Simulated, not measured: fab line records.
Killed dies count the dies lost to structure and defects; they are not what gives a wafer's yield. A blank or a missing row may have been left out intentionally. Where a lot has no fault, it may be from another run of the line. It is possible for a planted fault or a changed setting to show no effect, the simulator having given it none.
Chamber matching -- flow n5 finfet -- N5_BEOL_M8_ILD_DEP_00 on pecvd-01: 3 sister chambers
The step deposits SiCOH lowk from DEMS/porogen, target thk 179.75 nm, time 33.4 s. 14 wafers are shown with their chamber, then 7 later ones without.

EACH WAFER AND ITS CHAMBER
wafer,chamber,heater power w (W),throttle valve pct (%),showerhead plenum p Torr (Torr)
L078.3,0,304,13.9,5.745
L078.4,1,401,13.6,5.711
L078.5,1,406,13.9,5.727
L082.2,2,383,12.4,5.762
L082.4,0,308,14.0,5.734
L082.5,2,382,12.9,5.745
L086.1,0,328,14.1,5.726
L086.3,2,372,12.6,5.768
L086.5,2,384,12.5,5.757
L088.1,1,397,14.0,5.733
L088.2,2,385,12.6,5.736
L088.3,0,301,14.1,5.741
L088.4,2,383,13.0,5.757
L088.5,1,385,14.0,5.716

SIGNATURES (averages over the wafers above)
reading,chamber 0,chamber 1,chamber 2,scatter within a chamber
heater power w,310.25,397.25,381.50,8.52
throttle valve pct,14.025,13.875,12.667,0.193
showerhead plenum p Torr,5.73650,5.72175,5.75417,0.0104
Rule: a wafer lies at a distance from a chamber equal to the root of the sum of squares, over the readings, of (its reading less the chamber's mean, divided by the reading's scatter). If the next closest chamber is less than 2 further off than the closest, the wafer can't be placed; otherwise it belongs to the closest. The scatter is the square root of a quotient: the sum, over the shown wafers, of each reading's squared deviation from its chamber's mean, divided by wafers minus chambers.

WAFERS WHOSE CHAMBER IS MISSING
wafer,heater power w (W),throttle valve pct (%),showerhead plenum p Torr (Torr)
L088.6,314,14.2,5.736
L090.2,397,13.8,5.717
L090.3,376,12.7,5.748
L090.5,412,14.1,5.717
L096.2,338,12.6,5.750
L096.4,326,14.2,5.755
L096.5,348,12.7,5.763

WHICH CHAMBER EACH WENT THROUGH
wafer,from the rows above,in truth
L088.6,0,0
L090.2,1,1
L090.3,2,2
L090.5,1,1
L096.2,2,2
L096.4,0,0
L096.5,2,2
Placed correctly: 7 of 7. Can't be placed from these rows: 0. 0 placed wrongly.
